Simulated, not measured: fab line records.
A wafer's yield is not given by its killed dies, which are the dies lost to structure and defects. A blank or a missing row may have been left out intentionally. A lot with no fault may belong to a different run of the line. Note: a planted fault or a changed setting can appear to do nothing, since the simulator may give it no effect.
Chamber matching -- flow nand harc -- NHARC_THIN_TSV_ETCH_44 on rie diel-11: 4 sister chambers
The step etches the open film in CF4/O2, target depth 1594.2 nm, time 797.1 s. 7 wafers are shown with their chamber, then 7 later ones without.

== WAFERS PAIRED WITH THEIR CHAMBERS ==
wafer,chamber,drypump motor current A (A),showerhead plenum p Torr (Torr)
L664.6,1,4.7,1.76
L673.4,1,4.7,1.75
L674.1,0,6.1,1.83
L674.5,3,4.8,1.72
L674.6,2,6.2,1.72
L677.1,0,6.0,1.83
L677.2,2,6.2,1.72

== WAFERS MISSING THEIR CHAMBER ==
wafer,drypump motor current A (A),showerhead plenum p Torr (Torr)
L677.4,4.7,1.75
L681.3,4.8,1.72
L681.5,4.7,1.75
L681.6,6.2,1.72
L680.3,4.7,1.75
L680.4,6.2,1.72
L680.6,4.8,1.72

== THE CHAMBER EACH PASSED THROUGH ==
wafer,from the rows above,in truth
L677.4,1,1
L681.3,3,3
L681.5,1,1
L681.6,2,2
L680.3,1,1
L680.4,2,2
L680.6,3,3
Placed correctly: 7 of 7. Not placeable from these rows: 0. Wrongly placed: 0.
How it was worked out, from the rows above alone: a wafer's distance from a chamber is the root of the sum, over the readings, of the square of ((its reading less the chamber's mean) divided by the reading's scatter). If the next closest chamber is less than 2 further off than the closest, the wafer can't be placed; otherwise it belongs to the closest. The mean given for a chamber averages the wafers shown for that chamber. The scatter: take each reading less its chamber's mean, square it, sum over the shown wafers, divide by the number of wafers less the number of chambers, and take the root.
